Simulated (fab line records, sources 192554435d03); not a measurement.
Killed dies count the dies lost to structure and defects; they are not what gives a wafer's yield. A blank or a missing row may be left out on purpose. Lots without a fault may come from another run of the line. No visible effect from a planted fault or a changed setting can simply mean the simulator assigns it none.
Split-lot trial -- flow n5_finfet -- 7 lots, 21 wafers read, on a route of 1938 steps

## THE SPLIT ITSELF
At N5_BEOL_M4_PECVD_72 (deposits SiO2 from TEOS/O2, target thk 16 nm, time 18 s), the setting temp_c was moved away from the recipe's 400 C on 6 of the 21 wafers read, by -3.0% to +4.1%. This setting was run at the recipe's value on the other wafers.

## FROM THE SPLIT TO THE READING: what the file shows between them, 8 steps
- N5_BEOL_M4_COAT_73: time 60 s, resist thk 5 nm (also split here: spin_rpm)
- N5_BEOL_M4_COAT_05: resist thk 30 nm
- N5_BEOL_M4_EBR_07
- N5_BEOL_M4_DESCUM_16: chemistry O2, time 7 s
- N5_BEOL_M4_ETCH_74: etches underlayer in N2/H2, target depth 6.5 nm, time 5.2 s
- N5_BEOL_M4_ETCH_63: etches SiARC in CF4, target depth 15.6 nm, time 26 s
- N5_BEOL_M4_ETCH_64: etches SOC in N2/H2, target depth 75 nm, overetch 22.5 nm, time 121.9 s
- N5_BEOL_M4_STRIP_97: strips in N2/H2, time 10 s

## THE READING
SiO2_of_BEOL_M4_PECVD_72.thk_nm (the simulator's own value, which no gauge read), in nm, at N5_BEOL_M4_HM_STRIP_39 (strips TiN in peroxide tin strip, target depth 25 nm, time 158 s). No usual value for it is given in the file. The 15 wafers here that ran the recipe average 15.9 nm, standard deviation 0.22 nm.

wafer,"tool, chamber at the split","temp_c as run, C",against the recipe,"SiO2_of_BEOL_M4_PECVD_72.thk_nm, nm",against lot-mates on the recipe
L075.1,"pecvd-03, 0",387.8,-3.0%,16.4,+0.4
L075.5,"pecvd-03, 0",387.8,-3.0%,16.8,+0.8
L075.6,"pecvd-03, 1",400,recipe,16,-
L077.3,"pecvd-01, 1",400,recipe,16,-
L077.5,"pecvd-01, 1",400,recipe,16.4,-
L077.6,"pecvd-01, 2",400,recipe,15.6,-
L080.1,"pecvd-03, 2",400,recipe,15.6,-
L080.5,"pecvd-03, 0,2",400,recipe,16,-
L080.6,"pecvd-03, 0,2",400,recipe,16,-
L084.2,"pecvd-03, 0,2,0",400,recipe,15.8,-
L084.3,"pecvd-03, 0,2,0",400,recipe,15.8,-
L084.5,"pecvd-03, 0,2,0",400,recipe,16,-
L085.1,"pecvd-03, 2",416.5,+4.1%,14.2,-1.7
L085.2,"pecvd-03, 1,2",400,recipe,16,-
L085.6,"pecvd-03, 1,2",400,recipe,15.8,-
L089.3,"pecvd-03, 0",400,recipe,15.6,-
L089.5,"pecvd-03, 1",389.7,-2.6%,17.2,+1.6
L089.6,"pecvd-03, 0",389.7,-2.6%,17,+1.4
L097.1,"pecvd-01, 0,2",400,recipe,15.6,-
L097.2,"pecvd-01, 0,2",400,recipe,15.6,-
L097.6,"pecvd-01, 2",412.4,+3.1%,14.2,-1.4
When a row names more than one chamber, that row covers several wafers, and the file does not tell which wafer ran in which chamber.

FIT RESULTS
A straight line over all 21 wafers: SiO2_of_BEOL_M4_PECVD_72.thk_nm changes by -0.395 nm for each +1% of temp_c; r = -0.92; the points scatter about the line by 0.28 nm.
The same after taking each lot's own level away (the mean of its wafers on the recipe; 21 wafers): -0.39 nm for each +1%; r = -0.91; scatter 0.31 nm.
That fit puts the effect of the largest move of temp_c on the reading at 1.6 nm.
Measured against the standard deviation above, the lots' own levels, which go from 15.60 to 16.00 nm, span 1.8 times it.
The two slopes agree, so the slope changes little with the lot-to-lot level.
Check: with one of the wafers moved furthest among these (+4.1%) left out of the fit, the line predicts -1.59 nm for it against its lot-mates. Against them it came out at -1.7 nm.

## THE OTHER SPLITS THESE WAFERS WENT THROUGH
Other splits were also applied to these wafers ahead of the reading. Each is held against what the fit with the lots' levels taken away leaves over:
other split on the same wafers,wafers away from the commonest value,r with SiO2_of_BEOL_M4_PECVD_72.thk_nm (lot level and that fit taken away)
N5_BEOL_M1_COAT_05 spin_rpm,2,+0.03
N5_BEOL_M2_EXPOSE_25 dose_mj,7,-0.13
N5_BEOL_M3_EXPOSE_08 dose_mj,5,+0.10
N5_BEOL_M3_ETCH_64 time_s,7,-0.04
N5_BEOL_M4_COAT_73 spin_rpm,6,+0.26

## THE WHOLE CHAIN: every reading that the file lists as answering this split, in the file's order
step,what it does,reading,change (the file's fit),r (the file's)
N5_BEOL_M4_PECVD_72,"deposits SiO2 from TEOS/O2, target thk 16 nm, time 18 s","SiO2_of_BEOL_M4_PECVD_72.thk_nm (the simulator's own value, which no gauge read)",-0.408 nm for each +1% of the setting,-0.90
N5_BEOL_M4_HM_STRIP_39,"strips TiN in peroxide tin strip, target depth 25 nm, time 158 s","SiO2_of_BEOL_M4_PECVD_72.thk_nm (the simulator's own value, which no gauge read)",-0.401 nm for each +1% of the setting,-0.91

## THE FILE'S OWN FIT
SiO2_of_BEOL_M4_PECVD_72.thk_nm changes by -0.401 nm for each +1% of temp_c, r = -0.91.
